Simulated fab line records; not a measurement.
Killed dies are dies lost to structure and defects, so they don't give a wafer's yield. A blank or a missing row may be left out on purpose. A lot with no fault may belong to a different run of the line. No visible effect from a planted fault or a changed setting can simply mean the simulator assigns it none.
Matching of chambers / flow n5_finfet / N5_BEOL_M9_PECVD_70 on pecvd-03 has 3 sister chambers
The step deposits SiO2 from TEOS/O2, target thk 20 nm, time 22.7 s. 6 wafers are shown with their chamber, then 8 later ones without.

## WAFERS PAIRED WITH THEIR CHAMBERS
wafer=L080.5; chamber=2; throttle_valve_pct (%)=21.3; showerhead_plenum_p_Torr (Torr)=8.73
wafer=L091.5; chamber=1; throttle_valve_pct (%)=24.9; showerhead_plenum_p_Torr (Torr)=8.81
wafer=L093.1; chamber=0; throttle_valve_pct (%)=22.6; showerhead_plenum_p_Torr (Torr)=8.78
wafer=L093.4; chamber=0; throttle_valve_pct (%)=22.6; showerhead_plenum_p_Torr (Torr)=8.80
wafer=L093.5; chamber=2; throttle_valve_pct (%)=21.5; showerhead_plenum_p_Torr (Torr)=8.72
wafer=L094.1; chamber=1; throttle_valve_pct (%)=24.8; showerhead_plenum_p_Torr (Torr)=8.82

## WAFERS WHOSE CHAMBER IS MISSING
wafer=L094.2; throttle_valve_pct (%)=22.7; showerhead_plenum_p_Torr (Torr)=8.80
wafer=L094.4; throttle_valve_pct (%)=22.7; showerhead_plenum_p_Torr (Torr)=8.79
wafer=L095.2; throttle_valve_pct (%)=21.3; showerhead_plenum_p_Torr (Torr)=8.71
wafer=L095.3; throttle_valve_pct (%)=22.6; showerhead_plenum_p_Torr (Torr)=8.78
wafer=L095.6; throttle_valve_pct (%)=25.1; showerhead_plenum_p_Torr (Torr)=8.83
wafer=L096.3; throttle_valve_pct (%)=21.4; showerhead_plenum_p_Torr (Torr)=8.73
wafer=L096.4; throttle_valve_pct (%)=22.6; showerhead_plenum_p_Torr (Torr)=8.78
wafer=L096.5; throttle_valve_pct (%)=24.9; showerhead_plenum_p_Torr (Torr)=8.81

## THE CHAMBER EACH PASSED THROUGH
wafer=L094.2; from the rows above=0; in truth=0
wafer=L094.4; from the rows above=0; in truth=0
wafer=L095.2; from the rows above=2; in truth=2
wafer=L095.3; from the rows above=0; in truth=0
wafer=L095.6; from the rows above=1; in truth=1
wafer=L096.3; from the rows above=2; in truth=2
wafer=L096.4; from the rows above=0; in truth=0
wafer=L096.5; from the rows above=1; in truth=1
Placed correctly: 8 of 8. Not placeable from these rows: 0. Placed wrongly: 0.
How it was worked out, from the rows above alone: a wafer's distance from a chamber is the root of the sum, over the readings, of the square of ((its reading less the chamber's mean) divided by the reading's scatter). The wafer belongs to the nearest chamber; if the next one is less than 2 further off, it can't be placed. For every chamber, the mean is computed from those of its wafers that are shown. The scatter: the root of (the sum of the squares of (reading less its chamber's mean) over the shown wafers, divided by (wafers less chambers)).
